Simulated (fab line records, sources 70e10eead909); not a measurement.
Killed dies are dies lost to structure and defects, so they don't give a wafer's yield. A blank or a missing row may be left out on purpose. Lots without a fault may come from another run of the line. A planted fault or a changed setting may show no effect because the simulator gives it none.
Which tool did it? | flow nand_harc | 13 lots, 39 wafers sampled, at 5 steps of a route of 1302

WHAT THE GAUGES READ, wafer by wafer
NHARC_END_SORT_01. Usual: killed_at_array 53, standard deviation 18; killed_at_other 1.0, standard deviation 1.2; killed_at_periphery 3.6, standard deviation 2.4; killed_dies 58, standard deviation 18; killed_open 3.4, standard deviation 1.8; killed_short 2.3, standard deviation 1.5.
lot  | measured     | on        | killed_at_array | killed_at_other | killed_at_periphery | killed_dies | killed_open | killed_short | flag
L805 | day 29 03:59 | prober-02 | 134 127 137     | 0 0 0           | 1 2 3               | 135 129 140 | 3 4 6       | 1 2 2        | OFF
L807 | day 29 12:34 | prober-02 | 139 127 127     | 4 3 1           | 1 3 0               | 144 133 128 | 3 1 5       | 3 4 2        | OFF

WHICH TOOL RAN EACH LOT (tool, then ch and the chambers of the sampled wafers, then the start)
lot  | NHARC_A_STAIRCASE_HM_DEP_456  | NHARC_THIN_TSV_STRIP_62              | NHARC_THIN_TSV_ETCH_59            | NHARC_THIN_TSV_ETCH_36
L795 | acl_dep-03 ch 0, day 16 10:18 | plasma_asher-01 ch 0,1, day 24 07:14 | rie_metal-01 ch 0,1, day 24 10:51 | rie_metal-01 ch 0,1, day 24 11:07
L794 | acl_dep-01 ch 0, day 16 11:42 | plasma_asher-02 ch 0,1, day 24 08:36 | rie_metal-02 ch 0,1, day 24 12:12 | rie_metal-02 ch 0,1, day 24 12:25
L797 | acl_dep-02 ch 0, day 18 02:36 | plasma_asher-02 ch 0,1, day 25 21:04 | rie_metal-03 ch 0,1, day 26 00:35 | rie_metal-03 ch 0,1, day 26 00:47
L799 | acl_dep-01 ch 0, day 18 07:38 | plasma_asher-01 ch 0,1, day 26 07:12 | rie_metal-01 ch 0,1, day 26 10:41 | rie_metal-01 ch 0,1, day 26 10:56
L798 | acl_dep-03 ch 0, day 18 09:04 | plasma_asher-01 ch 0,1, day 26 15:44 | rie_metal-02 ch 0,1, day 26 19:25 | rie_metal-02 ch 0,1, day 26 19:37
L800 | acl_dep-02 ch 0, day 19 07:23 | plasma_asher-01 ch 0,1, day 27 07:37 | rie_metal-01 ch 0,1, day 27 11:07 | rie_metal-01 ch 0,1, day 27 11:19
L805 | acl_dep-01 ch 0, day 20 21:27 | plasma_asher-01 ch 1, day 28 15:29   | rie_metal-02 ch 0,1, day 28 19:05 | rie_metal-02 ch 0,1, day 28 19:19
L807 | acl_dep-01 ch 0, day 21 10:20 | plasma_asher-01 ch 0,1, day 28 22:37 | rie_metal-02 ch 0,1, day 29 02:15 | rie_metal-02 ch 0,1, day 29 02:31
L811 | acl_dep-02 ch 0, day 23 06:23 | plasma_asher-01 ch 0,1, day 31 00:40 | rie_metal-02 ch 0,1, day 31 04:08 | rie_metal-02 ch 0,1, day 31 04:22
L813 | acl_dep-02 ch 0, day 24 03:44 | plasma_asher-02 ch 0,1, day 32 05:11 | rie_metal-03 ch 0,1, day 32 11:04 | rie_metal-03 ch 0,1, day 32 11:16
L814 | acl_dep-01 ch 0, day 25 01:15 | plasma_asher-01 ch 0,1, day 32 06:20 | rie_metal-02 ch 0,1, day 32 11:11 | rie_metal-02 ch 0,1, day 32 11:25
L815 | acl_dep-02 ch 0, day 25 02:28 | plasma_asher-01 ch 0,1, day 32 19:25 | rie_metal-01 ch 0,1, day 32 23:04 | rie_metal-01 ch 0,1, day 32 23:14
L817 | acl_dep-03 ch 0, day 25 20:23 | plasma_asher-02 ch 0,1, day 33 21:40 | rie_metal-03 ch 0,1, day 34 01:18 | rie_metal-03 ch 0,1, day 34 01:29
- NHARC_A_STAIRCASE_HM_DEP_456: deposits aC, target thk 3100 nm.
- NHARC_THIN_TSV_STRIP_62: strips in N2/H2, time 20 s.
- NHARC_THIN_TSV_ETCH_59: etches the open film in Cl2/BCl3, target depth 880 nm, time 138.1 s.
- NHARC_THIN_TSV_ETCH_36: etches the open film in Cl2/BCl3, target depth 65 nm, time 18.571 s.

WHAT THE TOOLS THEMSELVES READ (means of the sampled wafers that have a number; where no wafer has one, the mark that the record gives instead)
NHARC_A_STAIRCASE_HM_DEP_456. Usual: throttle_valve_pct 35.000 %, standard deviation 0.0087.
lot  | tool       | throttle_valve_pct (%) | flag
L795 | acl_dep-03 | 34.998                 |
L794 | acl_dep-01 | 35.001                 |
L797 | acl_dep-02 | 35.000                 |
L799 | acl_dep-01 | 34.997                 |
L798 | acl_dep-03 | 35.007                 |
L800 | acl_dep-02 | 34.999                 |
L805 | acl_dep-01 | 35.004                 |
L807 | acl_dep-01 | 35.002                 |
L811 | acl_dep-02 | 34.998                 |
L813 | acl_dep-02 | 34.999                 |
L814 | acl_dep-01 | 35.003                 |
L815 | acl_dep-02 | 35.000                 |
L817 | acl_dep-03 | 35.002                 |

NHARC_THIN_TSV_STRIP_62. Usual: drypump_motor_current_A 6.0 A, standard deviation 0.4; heater_power_w 308 W, standard deviation 21.
lot  | tool            | drypump_motor_current_A (A) | heater_power_w (W) | flag
L795 | plasma_asher-01 | 6.2                         | 315                |
L794 | plasma_asher-02 | 5.8                         | 329                |
L797 | plasma_asher-02 | 5.8                         | 326                |
L799 | plasma_asher-01 | 5.9                         | 306                |
L798 | plasma_asher-01 | 6.2                         | 311                |
L800 | plasma_asher-01 | 6.2                         | 314                |
L805 | plasma_asher-01 | 5.6                         | 295                |
L807 | plasma_asher-01 | 6.2                         | 314                |
L811 | plasma_asher-01 | 5.9                         | 298                |
L813 | plasma_asher-02 | 6.0                         | 295                |
L814 | plasma_asher-01 | 5.9                         | 294                |
L815 | plasma_asher-01 | 6.2                         | 321                |
L817 | plasma_asher-02 | 5.8                         | 317                |

NHARC_THIN_TSV_ETCH_59. Usual: drypump_motor_current_A 5.41 A, standard deviation 0.17; oes_product_au 1.000 a.u., standard deviation 0.0079; throttle_valve_pct 22.265 %, standard deviation 0.009.
lot  | tool         | drypump_motor_current_A (A) | oes_product_au (a.u.) | throttle_valve_pct (%) | flag
L795 | rie_metal-01 | 5.62                        | 0.995                 | 22.269                 |
L794 | rie_metal-02 | 5.46                        | 0.994                 | 22.266                 |
L797 | rie_metal-03 | 5.30                        | 1.006                 | 22.267                 |
L799 | rie_metal-01 | 5.60                        | 0.995                 | 22.256                 |
L798 | rie_metal-02 | 5.32                        | 0.992                 | 22.267                 |
L800 | rie_metal-01 | 5.58                        | 0.996                 | 22.267                 |
L805 | rie_metal-02 | 5.45                        | 0.993                 | 22.261                 |
L807 | rie_metal-02 | 5.33                        | 0.998                 | 22.264                 |
L811 | rie_metal-02 | 5.47                        | 1.005                 | 22.268                 |
L813 | rie_metal-03 | 5.31                        | 1.005                 | 22.255                 |
L814 | rie_metal-02 | 5.32                        | 0.997                 | 22.261                 |
L815 | rie_metal-01 | 5.64                        | 1.007                 | 22.270                 |
L817 | rie_metal-03 | 5.32                        | 1.006                 | 22.267                 |

NHARC_THIN_TSV_ETCH_36. Usual: drypump_motor_current_A 5.41 A, standard deviation 0.17; oes_product_au 1.001 a.u., standard deviation 0.0084.
lot  | tool         | drypump_motor_current_A (A) | oes_product_au (a.u.) | flag
L795 | rie_metal-01 | 5.58                        | 1.001                 |
L794 | rie_metal-02 | 5.33                        | 0.993                 |
L797 | rie_metal-03 | 5.32                        | 1.001                 |
L799 | rie_metal-01 | 5.59                        | 1.002                 |
L798 | rie_metal-02 | 5.33                        | 0.995                 |
L800 | rie_metal-01 | 5.61                        | 1.001                 |
L805 | rie_metal-02 | 5.34                        | 0.999                 |
L807 | rie_metal-02 | 5.31                        | 0.999                 |
L811 | rie_metal-02 | 5.31                        | 0.999                 |
L813 | rie_metal-03 | 5.31                        | 1.007                 |
L814 | rie_metal-02 | 5.33                        | 1.012                 |
L815 | rie_metal-01 | 5.62                        | 1.004                 |
L817 | rie_metal-03 | 5.32                        | 1.008                 |

THE ANSWER, worked out from the rows above alone
Rule: a lot is off if the mean of its wafers that have a number lies more than 3 standard deviations from the usual mean. A lot without any number at a reading at which 4 lots or more have one is off too. The other lots that the step has rows for count as sound. The gauges are gone through in route order, then the tools' own readings, and for those a lot's mean is taken as printed above. The first step at which some lot is off is used, and at that step the reading that is off furthest; a lot without a number counts as furthest.
Off: L805, L807, at NHARC_END_SORT_01 (killed_at_array). Neither off nor sound, because the step has no rows for them: L795, L794, L797, L799, L798, L800, L811, L813, L814, L815, L817.
A tool fits if, at a process step before that reading, it ran every lot that is off, and no sound lot after the first of them. The gauges at NHARC_END_SORT_01 are tried like those tools. Can't be told from this: 4 tools fit, acl_dep-01 at NHARC_A_STAIRCASE_HM_DEP_456, plasma_asher-01 at NHARC_THIN_TSV_STRIP_62, rie_metal-02 at NHARC_THIN_TSV_ETCH_59 and NHARC_THIN_TSV_ETCH_36, prober-02 at NHARC_END_SORT_01.

WHAT THE SIMULATOR HAD PUT IN
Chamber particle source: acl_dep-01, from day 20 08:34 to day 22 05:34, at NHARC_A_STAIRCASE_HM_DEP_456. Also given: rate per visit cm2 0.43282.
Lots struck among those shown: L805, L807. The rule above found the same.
